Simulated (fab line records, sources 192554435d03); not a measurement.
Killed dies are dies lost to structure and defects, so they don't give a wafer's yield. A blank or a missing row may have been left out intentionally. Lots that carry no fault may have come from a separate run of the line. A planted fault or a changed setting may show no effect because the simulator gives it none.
fab line records + flow n5_finfet
[record]
- lots = 4
- wafers = 12
- last_day = 17
route steps=1938 shown BEOL_M10@1524 BEOL_M11@1536 PASSIVATION@1936
lots that met no fault: taken from a fault-free run of the same line
start_h: the number of hours between the record's first day and the start of the first shown wafer of the lot + wait_h: how many hours have passed since the lot's step before this one + " unchanged from the row above + L1.1+2: several wafers, shown together as one row + - either no value or no given start + * or withheld: withheld + < > ~ a bound
route shown NAME@n: a module of which the file shows steps, and the number in the route of the first + usual: the fault-free wafers' mean and standard deviation + same: alike in all rows + chamber/n: place in a boat + sites: the reading at each site + _std_site: the standard deviation of these + _edge_site: the outer-site mean with the inner-site mean subtracted + radius_mm: for every site, how far away it sits from the centre of the wafer + mask NAME#n: copy n + behind: tool/chamber where the wafer was last shaped + hold: reason for holding the lot/hours on hold/outcome of the hold + device: the n, p or np transistor that did not switch + end of line: tests of these same wafers at the route's end + a step without rows: its recipe alone + killed: the dies lost at the first sort to structure and to defects; this is not the yield of the wafer + map: per-die view of a wafer (x killed, . not killed, _ where there is no die)
set.NAME: the run value of the setting; set.NAME@STEP: its run value at that earlier step + model.NAME: the simulator's own value behind a step, which no gauge read
lots at some steps of the route; a table a step, a row a wafer
services: from which hour (start_h, from the record's first day; less than 0 if before it) a tool's chamber was out of use, for how many hours, and why
[[steps]]
[step N5_BEOL_M10_ALD_74]
[recipe]
- material = TaN
- target_thk_a = 20
- temp_c = 275
- ald_precursor_family = PDMAT
- ald_co_reactant = NH3
- pressure_torr = 3
- carrier_flow_sccm = 1500
- pulse_time_s = 2
- purge_time_s = 3
- co_reactant_purge_time_s = 2
- co_reactant_pulse_time_s = 3
- ald_cycles = 40
- precursor_vessel_temp_c = 75
- precursor_vessel_pressure_torr = 26.25
- precursor_vessel_carrier_sccm = 1000
[step N5_BEOL_M10_SURFACE_TREAT_76]
[recipe]
- gas = Ar
- time_s = *
- ion_energy_ev = *
- ion_current_ma_cm2 = 0.5
- pressure_mtorr = *
- ar_flow_sccm = 30
[step N5_BEOL_M10_CVD_75]
[recipe]
- material = Co
- target_thk_a = 20
- temp_c = withheld
- precursor = CCTBA/H2
- pressure_torr = 30
- time_s = 138.9
[step N5_BEOL_M10_SPUTTER_48]
[recipe]
- material = Cu
- target_thk_a = 120
- temp_c = -20
- bias_v = 60
- power_w = 26000
- chamber_pressure_pa = 0.13
- time_s = 2
[step N5_BEOL_M10_ECD_50]
[recipe]
- material = Cu
- target_thk_a = 3180
[step N5_BEOL_M10_ANNEAL_51]
[recipe]
- temp_c = 225
- time_s = 90
- ambient = N2
[step N5_BEOL_M10_CMP_52]
[recipe]
- stop_on = SiCOH_lowk
- t_overpolish_s = 7
- down_force_psi = 1
- platen_rpm = 50
- clearing_platen_down_force_psi = 1.5
- clearing_platen_rpm = 50
- post_cmp_clean = cu_alkaline
- target_thk_nm = 140
- clearing_platen_pad_velocity_m_s = 0.99484
- pad_velocity_m_s = 0.99484
[step N5_BEOL_M10_PRE_CLEAN_55]
[recipe]
- gas = NH3
- time_s = 15
- temp_c = withheld
- rf_power_w = 300
[step N5_BEOL_M10_DEP_56]
[recipe]
- material = SiCN
- target_thk_a = 150
- temp_c = withheld
- precursor = 3MS/NH3
- pressure_torr = 3
- rf_w = 202
- time_s = 26.5
[step N5_BEOL_M11_ILD_DEP_00]
[recipe]
- material = SiCOH_lowk
- target_thk_a = 3085.1
- temp_c = 300
- precursor = DEMS/porogen
- pressure_torr = 5
- rf_w = 500
- time_s = 58
[usual]
- heater_power_w = 356/38
- showerhead_plenum_p_Torr = 5.741/0.013
- showerhead_vpp_V = 1399/67
- susceptor_temp_C = 300.01/0.21
- throttle_valve_pct = 13.7/0.55
| lot.wafer | tool     | chamber | start_h | wait_h | heater_power_w | showerhead_plenum_p_Torr | showerhead_vpp_V | susceptor_temp_C | throttle_valve_pct | model.SiCOH_lowk_of_BEOL_M11_ILD_DEP_00.thk_nm |
|-----------|----------|---------|---------|--------|----------------|--------------------------|------------------|------------------|--------------------|------------------------------------------------|
| L507.2    | pecvd-01 | 0       | 222.13  | 0.0    | 379            | 5.740                    | 1369             | 299.87           | 13.6               | 307.4                                          |
| L507.3    | "        | 1       | "       | "      | 381            | 5.722                    | 1478             | 300.01           | 13.7               | 303.2                                          |
| L507.6    | "        | 1       | "       | "      | 382            | 5.730                    | 1496             | 300.36           | 13.9               | 306.2                                          |
| L514.1    | pecvd-01 | 0       | 275.65  | 0.0    | 378            | 5.732                    | 1406             | 314.76           | 13.8               | 284.2                                          |
| L514.4    | "        | 2       | "       | "      | 332            | 5.744                    | 1275             | 299.98           | 12.6               | 307.6                                          |
| L514.5    | "        | 0       | "       | "      | 413            | 5.737                    | 1367             | 314.73           | 13.9               | 289.6                                          |
| L516.4    | pecvd-01 | 0       | 289.38  | 0.1    | 414            | 5.729                    | 1377             | 314.62           | 13.8               | 288.2                                          |
| L516.5    | "        | 1       | "       | "      | 380            | 5.744                    | 1475             | 300.02           | 13.8               | 308.4                                          |
| L516.6    | "        | 2       | "       | "      | 373            | 5.738                    | 1253             | 300.17           | 13.2               | 311.4                                          |
| L527.3    | pecvd-02 | 1       | 354.01  | 0.0    | 336            | 5.732                    | 1439             | 300.17           | 13.7               | 306.8                                          |
| L527.5    | "        | 0       | "       | "      | 372            | 5.749                    | 1467             | 299.86           | 13.8               | 309.4                                          |
| L527.6    | "        | 2       | "       | "      | 338            | 5.747                    | 1394             | 300.24           | 14.7               | 308                                            |
[step N5_BEOL_M11_CURE_71]
[recipe]
- temp_c = 385
- time_s = 240
- ambient = He/Ar
- material = SiCOH_lowk
[step N5_BEOL_M11_THK_MEAS_01]
[recipe]
- reads = SiCOH_lowk_of_BEOL_M11_ILD_DEP_00
[usual]
- M11_ILD_THK = 268/3.1
| lot.wafer | tool          | chamber | start_h | wait_h | M11_ILD_THK[nm] |
|-----------|---------------|---------|---------|--------|-----------------|
| L507.2    | film_metro-02 | -       | 222.73  | 0.4    | 267             |
| L507.3    | "             | -       | "       | "      | 263             |
| L507.6    | "             | -       | "       | "      | 266             |
| L514.1    | film_metro-02 | -       | 276.27  | 0.4    | 247             |
| L514.4    | "             | -       | "       | "      | 267             |
| L514.5    | "             | -       | "       | "      | 251             |
| L516.4    | film_metro-02 | -       | 289.94  | 0.2    | 250             |
| L516.5    | "             | -       | "       | "      | 268             |
| L516.6    | "             | -       | "       | "      | 270             |
| L527.3    | film_metro-02 | -       | 355.08  | 0.5    | 267             |
| L527.5    | "             | -       | "       | "      | 269             |
| L527.6    | "             | -       | "       | "      | 267             |
[step N5_BEOL_M11_PECVD_70]
[recipe]
- material = SiO2
- target_thk_a = 200
- temp_c = 400
- precursor = TEOS/O2
- pressure_torr = 5.5
- rf_w = 450
- teos_flow_sccm = 53.8
- gas = O2
- flow_sccm = 3000
- time_s = 22.7
[step N5_BEOL_M11_HM_DEP_02]
[recipe]
- material = TiN
- target_thk_a = 200
- temp_c = 25
- chamber_pressure_pa = 0.49996
[step N5_BEOL_M11_COAT_59]
[recipe]
- resist = SOC
- temp_c = 250
- time_s = 60
- spin_rpm = 1500
- resist_thk_nm = 100
[step N5_BEOL_M11_COAT_60]
[recipe]
- resist = SiARC
- temp_c = 220
- time_s = 60
- spin_rpm = 1500
- resist_thk_nm = 30
[step N5_BEOL_M11_COAT_05]
[recipe]
- resist = CAR-ArF
- spin_rpm = 1500
- resist_thk_nm = 90
[step N5_BEOL_M11_EBR_07]
[recipe]
- solvent = PGMEA
- ebr_width_mm = 1.5
[step N5_BEOL_M11_SOFTBAKE_06]
[recipe]
- temp_c = 110
- time_s = 60
- resist = CAR-ArF
[step N5_BEOL_M11_EXPOSE_08]
[recipe]
- mask_id = M11
- na = 1.35
- source_shape = dipole
- sigma_inner = 0.411
- sigma_outer = 0.611
- polarization = te
- dose_mj = 53.75
[step N5_BEOL_M11_PEB_09]
[recipe]
- peb_temp_c = withheld
- peb_time_s = 60
- resist = CAR-ArF
[step N5_BEOL_M11_DEVELOP_10]
[recipe]
- develop_time_s = 30
- developer = TMAH
- resist = CAR-ArF
- rinse_liquid = diw
- dry = air_spin
- dev_temp_c = 23
[step N5_BEOL_M11_DESCUM_16]
[recipe]
- chemistry = O2
- time_s = 7.9
- source_power_w = 50
- bias_power_w = 20
- pressure_mtorr = 20
- rf_frequency_hz = 2.712e+07
- temp_c = 40
- resist = CAR-ArF
- o2_flow_sccm = 225
[step N5_BEOL_M11_ETCH_61]
[recipe]
- chemistry = CF4
- target = SiARC
- target_depth_a = 390
- mask_material = CAR-ArF
- time_s = 65
- ion_energy_ev = 80
- pressure_mtorr = 40
- source_w = 545
- bias_w = 36
- Ar_flow_sccm = 100
- cf4_flow_sccm = 100
- ends = cleared
[step N5_BEOL_M11_ETCH_62]
[recipe]
- chemistry = N2/H2
- target = SOC
- target_depth_a = 1100
- overetch_a = 220
- mask_material = SiARC
- temp_c = 40
- time_s = 165
- ion_energy_ev = 200
- pressure_mtorr = 30
- source_w = 840
- bias_w = 150
- n2_flow_sccm = 200
- h2_flow_sccm = 200
[step N5_BEOL_M11_STRIP_68]
[recipe]
- chemistry = N2/H2
- temp_c = 40
- n2_flow_sccm = 200
- h2_flow_sccm = 200
- rf_frequency_hz = 6e+07
[step N5_BEOL_M11_STRIP_67]
[recipe]
- chemistry = CF4
- resist = SiARC
- power_w = 300
- bias_power_w = 75
- pressure_mtorr = 50
- cf4_flow_sccm = 150
- rf_frequency_hz = 6e+07
[step N5_BEOL_M11_HM_OPEN_17]
[recipe]
- chemistry = Cl2/BCl3
- target_depth_a = 200
- overetch_a = 60
- target = TiN
- mask_material = SOC
- ion_energy_ev = 150
- pressure_mtorr = 10
- icp_w = 1000
- bias_w = 126
- Cl2_flow_sccm = 53.25
- bcl3_flow_sccm = 21.75
- Ar_flow_sccm = 25
[step N5_BEOL_M11_STRIP_19]
[recipe]
- chemistry = O2
- power_w = 400
- temp_c = 40
- pressure_mtorr = 30
- rf_frequency_hz = 6e+07
- bias_power_w = 0
- overash_fraction = 0.2
- o2_flow_sccm = 225
[step N5_BEOL_M11_COAT_63]
[recipe]
- resist = SOC
- temp_c = 250
- time_s = 60
- spin_rpm = 1500
- resist_thk_nm = 100
[step N5_BEOL_M11_COAT_64]
[recipe]
- resist = SiARC
- temp_c = 220
- time_s = 60
- spin_rpm = 1500
- resist_thk_nm = 30
[step N5_BEOL_M11_COAT_22]
[recipe]
- resist = CAR-ArF
- spin_rpm = 1500
- resist_thk_nm = 90
[step N5_BEOL_M11_EBR_24]
[recipe]
- solvent = PGMEA
- ebr_width_mm = 1.5
[step N5_BEOL_M11_SOFTBAKE_23]
[recipe]
- temp_c = 110
- time_s = 60
- resist = CAR-ArF
[step N5_BEOL_M11_EXPOSE_25]
[recipe]
- mask_id = V10
- na = 1.35
- source_shape = annular
- sigma_inner = 0.5
- sigma_outer = 0.8
- polarization = unpolarized
- dose_mj = 85.5
[step N5_BEOL_M11_CMP_52]
[recipe]
- stop_on = SiCOH_lowk
- t_overpolish_s = 7
- down_force_psi = 1
- platen_rpm = 50
- clearing_platen_down_force_psi = 1.5
- clearing_platen_rpm = 50
- post_cmp_clean = cu_alkaline
- target_thk_nm = 140
- clearing_platen_pad_velocity_m_s = 0.99484
- pad_velocity_m_s = 0.99484
[usual]
- head_pressure_psi = 1.0001/0.0021
- motor_current_A = 6.0/0.37
| lot.wafer | tool   | chamber | start_h | wait_h | head_pressure_psi | motor_current_A | model.SiCOH_lowk_of_BEOL_M11_ILD_DEP_00.thk_nm |
|-----------|--------|---------|---------|--------|-------------------|-----------------|------------------------------------------------|
| L507.2    | cmp-04 | 0       | 227.53  | 0.2    | 1.0028            | 5.5             | 264                                            |
| L507.3    | "      | 3       | "       | "      | 1.0016            | 6.3             | 260.4                                          |
| L507.6    | "      | 1       | "       | "      | 0.9993            | 6.1             | 263                                            |
| L514.1    | cmp-03 | 2       | 284.64  | 0.3    | 0.9992            | 6.3             | 243.6                                          |
| L514.4    | "      | 0       | "       | "      | 0.9976            | 5.5             | 264.2                                          |
| L514.5    | "      | 2       | "       | "      | 1.0012            | 6.1             | 248.2                                          |
| L516.4    | cmp-03 | 1       | 295.94  | 0.2    | 1.0005            | 6.1             | 247                                            |
| L516.5    | "      | 3       | "       | "      | 1.0014            | 6.3             | 264.8                                          |
| L516.6    | "      | 0       | "       | "      | 1.0007            | 5.6             | 267.6                                          |
| L527.3    | cmp-04 | 2       | 361.01  | 0.2    | 0.9996            | 6.5             | 263.4                                          |
| L527.5    | "      | 0       | "       | "      | 0.9999            | 5.5             | 265.8                                          |
| L527.6    | "      | 1       | "       | "      | 1.0017            | 6.3             | 264.6                                          |
[step N5_PASSIVATION_PROBE_49]
[usual]
- defect_limited_yield = 91.3/1.3
- killed_at_M0_to_M3 = 33/8.9
- killed_at_M4_up = 15/5.4
- killed_at_contacts = 13/5.8
- killed_at_front_end = 39/9.9
- killed_at_other = 3.2/2.9
- killed_dies = 102/15
- killed_open = 68/12
- killed_short = 34/7.6
- sort_bin_5_function = 5.1/0.89
- sort_bin_6_memory = 3.2/0.63
- sort_n_pass = 1078/15
- sort_yield_pct = 91.3/1.3
[same]
- gross_dies = 1180
- killed_at_back_side = 0
- sort_bin_4_leakage[%] = 0
- sort_bin_8_speed[%] = 0
| lot.wafer | tool      | chamber | start_h | wait_h | defect_limited_yield[%] | killed_at_M0_to_M3 | killed_at_M4_up | killed_at_contacts | killed_at_front_end | killed_at_other | killed_dies | killed_open | killed_short | sort_bin_5_function[%] | sort_bin_6_memory[%] | sort_n_pass | sort_yield_pct[%] |
|-----------|-----------|---------|---------|--------|-------------------------|--------------------|-----------------|--------------------|---------------------|-----------------|-------------|-------------|--------------|------------------------|----------------------|-------------|-------------------|
| L507.2    | prober-01 | -       | 266.64  | 0.1    | 91.4                    | 33                 | 14              | 17                 | 37                  | 0               | 101         | 63          | 38           | 5.3                    | 3.0                  | 1079        | 91.4              |
| L507.3    | prober-01 | -       | 266.69  | 0.1    | 91.0                    | 47                 | 13              | 10                 | 33                  | 3               | 106         | 66          | 38           | 5.3                    | 3.4                  | 1074        | 91.0              |
| L507.6    | prober-01 | -       | 266.84  | 0.3    | 91.3                    | 30                 | 26              | 9                  | 34                  | 4               | 103         | 68          | 34           | 4.2                    | 4.2                  | 1077        | 91.3              |
| L516.4    | prober-01 | -       | 335.24  | 0.2    | 91.4                    | 27                 | 16              | 9                  | 45                  | 5               | 102         | 58          | 44           | 5.3                    | 3.1                  | 1078        | 91.4              |
| L516.5    | prober-01 | -       | 335.29  | 0.2    | 92.3                    | 28                 | 9               | 8                  | 43                  | 3               | 91          | 59          | 32           | 4.4                    | 3.0                  | 1089        | 92.3              |
| L516.6    | prober-01 | -       | 335.34  | 0.3    | 90.8                    | 26                 | 17              | 8                  | 45                  | 13              | 109         | 73          | 34           | 5.2                    | 3.6                  | 1071        | 90.8              |
// killed by level:class
L507.2 MOL_CONTACT_COAG:geometric_particle:open=16 BEOL_M0_SAQP:geometric_particle:short=12 FIN_SAQP:geometric_particle:open=8 BEOL_M0_SAQP:geometric_particle:open=8 FIN_SAQP:geometric_particle:short=7 DUMMY_GATE:geometric_particle:open=5 GATE_CUT:geometric_particle:short=4 BEOL_M1:geometric_particle:open=3
L507.3 BEOL_M0_SAQP:geometric_particle:short=17 BEOL_M2:geometric_particle:open=10 BEOL_M0_SAQP:geometric_particle:open=9 MOL_CONTACT_COAG:geometric_particle:open=8 BEOL_M4:geometric_particle:open=8 BEOL_M3:geometric_particle:open=7 STARTING-WAFER:geometric_particle:short=7 STI_FIN_REVEAL:geometric_particle:open=6
L507.6 BEOL_M0_SAQP:geometric_particle:short=11 FIN_SAQP:geometric_particle:short=9 BEOL_M4:geometric_particle:open=9 MOL_CONTACT_COAG:geometric_particle:open=7 FIN_SAQP:geometric_particle:open=6 BEOL_M2:geometric_particle:open=6 BEOL_M3:geometric_particle:open=5 SPACER0:geometric_particle:open=4
L516.4 FIN_SAQP:geometric_particle:open=10 STI_FIN_REVEAL:geometric_particle:open=9 FIN_SAQP:geometric_particle:short=8 MOL_CONTACT_COAG:geometric_particle:open=8 BEOL_M4:geometric_particle:open=8 BEOL_M0_SAQP:geometric_particle:short=7 BEOL_M0_SAQP:geometric_particle:open=5 BEOL_M2:geometric_particle:short=4
L516.5 FIN_SAQP:geometric_particle:open=11 STI_FIN_REVEAL:geometric_particle:open=11 MOL_CONTACT_COAG:geometric_particle:open=7 BEOL_M0_SAQP:geometric_particle:open=7 BEOL_M0_SAQP:geometric_particle:short=6 STI_FIN_REVEAL:geometric_particle:short=5 BEOL_M2:geometric_particle:open=4 FIN_SAQP:geometric_particle:short=3
L516.6 STI_FIN_REVEAL:geometric_particle:open=17 BEOL_M4:geometric_particle:open=11 MOL_CONTACT_COAG:geometric_particle:open=7 FIN_SAQP:geometric_particle:open=6 BEOL_M1:geometric_particle:open=6 FIN_SAQP:geometric_particle:short=4 STI_FIN_REVEAL:geometric_particle:short=4 BEOL_M0_SAQP:geometric_particle:short=4
[[services]]
| tool     | chamber | start_h | hours | kind                           |
|----------|---------|---------|-------|--------------------------------|
| cmp-03   | -       | 210.09  | 40.3  | repair                         |
| cmp-04   | -       | 213.26  | 4.0   | pm                             |
| cmp-04   | -       | 217.26  | -     | consumable_replace:conditioner |
| cmp-04   | -       | 217.26  | -     | consumable_replace:pad         |
| cmp-04   | -       | 218.03  | 3.4   | repair                         |
| cmp-04   | -       | 242.97  | 1.0   | repair                         |
| cmp-04   | -       | 250.39  | 14.2  | pm                             |
| pecvd-01 | 1       | 274.01  | 5.5   | scheduled_down                 |
| cmp-04   | -       | 276.82  | 1.1   | repair                         |
| pecvd-01 | -       | 330.40  | 2.8   | pm                             |
| cmp-03   | -       | 346.73  | 4.0   | pm                             |
| cmp-03   | -       | 350.73  | -     | consumable_replace:conditioner |
| cmp-03   | -       | 350.73  | -     | consumable_replace:pad         |
| cmp-03   | -       | 358.81  | 4.6   | pm                             |
[[key]]
[first_sign]
- step = N5_BEOL_M11_ILD_DEP_00
- reading = susceptor_temp_C
- direction = up
- sigmas = 71
- usual = *
- struck = *
[effect]
- step = N5_BEOL_M11_THK_MEAS_01
- reading = M11_ILD_THK
- direction = down
- sigmas = 6
- usual = 268
- struck = 249
[model_effect]
- step = N5_BEOL_M11_ILD_DEP_00
- value = SiCOH_lowk_of_BEOL_M11_ILD_DEP_00.thk_nm
- without = 310.8
- struck = 287.3
[model_effect]
- step = N5_BEOL_M11_CMP_52
- value = SiCOH_lowk_of_BEOL_M11_ILD_DEP_00.thk_nm
- without = 266.9
- struck = 246.3
met_at N5_BEOL_M11_ILD_DEP_00
struck_wafers L514.1,L514.5,L516.4
onset_between 222.13 275.65
[fault]
- kind = process_parameter_drift
- tool = pecvd-01
- chamber = 0
- onset_h = 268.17
- steps = N5_BEOL_M11_ILD_DEP_00
- channel = temp_c
- offset = *
- shape = step
- end_h = 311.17
- acts_in = *
- stated = *
